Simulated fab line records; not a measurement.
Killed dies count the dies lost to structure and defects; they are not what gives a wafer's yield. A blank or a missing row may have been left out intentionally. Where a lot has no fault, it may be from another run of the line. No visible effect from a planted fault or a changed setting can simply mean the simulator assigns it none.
Chamber matching    flow n5_finfet    N5_BEOL_M9_ETCH_61 on rie_diel-03: 4 sister chambers
The step etches SiARC in CF4, target depth 39 nm, time 65 s. 24 wafers are shown with their chamber, then 12 later ones without.

WAFERS PAIRED WITH THEIR CHAMBERS
wafer   chamber  showerhead_plenum_p_Torr (Torr)  drypump_motor_current_A (A)  rf_vpp_V (V)
L074.2  3        1.99                             5.2                          181.4
L074.5  2        2.21                             5.1                          185.0
L074.6  1        2.21                             5.4                          185.0
L079.1  0        2.20                             5.3                          184.6
L079.4  2        2.21                             5.2                          184.5
L079.6  3        1.99                             5.2                          181.9
L081.1  0        2.20                             5.4                          182.8
L081.4  2        2.21                             5.1                          186.0
L081.6  1        2.21                             5.4                          183.7
L083.1  3        1.99                             5.3                          182.3
L083.2  0        2.19                             5.4                          185.2
L083.4  3        1.98                             5.2                          181.6
L085.2  3        1.98                             5.2                          182.6
L085.4  1        2.20                             5.5                          184.1
L085.6  3        1.98                             5.2                          182.7
L086.1  2        2.21                             5.2                          183.8
L086.2  3        1.98                             5.3                          181.5
L086.4  2        2.21                             5.2                          186.2
L087.2  3        1.98                             5.2                          181.0
L087.5  1        2.20                             5.4                          183.6
L087.6  0        2.19                             5.3                          186.5
L090.1  3        1.98                             5.2                          181.9
L090.3  0        2.19                             5.4                          184.9
L090.6  0        2.19                             5.4                          184.2

SIGNATURES (means of the wafers above)
reading                   chamber 0  chamber 1  chamber 2  chamber 3  scatter within a chamber
showerhead_plenum_p_Torr  2.1933     2.2050     2.2100     1.9833     0.00465
drypump_motor_current_A   5.367      5.425      5.160      5.222      0.0492
rf_vpp_V                  184.700    184.100    185.100    181.878    0.875
Rule: for each reading, subtract the chamber's mean from the wafer's reading, divide by that reading's scatter and square the result; add these up over the readings and take the root, which gives the wafer's distance from the chamber. If the next closest chamber is less than 2 further off than the closest, the wafer can't be placed; otherwise it belongs to the closest. The scatter: take each reading less its chamber's mean, square it, sum over the shown wafers, divide by the number of wafers less the number of chambers, and take the root.

WAFERS WHOSE CHAMBER IS MISSING
wafer   showerhead_plenum_p_Torr (Torr)  drypump_motor_current_A (A)  rf_vpp_V (V)
L093.1  2.20                             5.4                          185.0
L093.4  2.19                             5.4                          184.6
L093.5  1.98                             5.3                          180.9
L094.2  2.20                             5.4                          185.2
L094.3  2.20                             5.1                          185.1
L094.4  2.19                             5.3                          184.9
L095.1  2.20                             5.4                          184.1
L095.3  1.98                             5.2                          181.4
L095.4  2.19                             5.4                          185.1
L097.1  1.97                             5.2                          182.0
L097.4  2.20                             5.4                          184.0
L097.5  2.20                             5.5                          184.5

THE CHAMBER EACH PASSED THROUGH
wafer   from the rows above      in truth
L093.1  can't be placed: 1 or 0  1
L093.4  0                        0
L093.5  3                        3
L094.2  can't be placed: 0 or 1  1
L094.3  2                        2
L094.4  0                        0
L095.1  can't be placed: 1 or 0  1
L095.3  3                        3
L095.4  0                        0
L097.1  3                        3
L097.4  can't be placed: 1 or 0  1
L097.5  can't be placed: 1 or 0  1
Correct placement for 7 of the 12. Not placeable from these rows: 5 (in 5, the candidates include the true chamber). 0 placed wrongly.
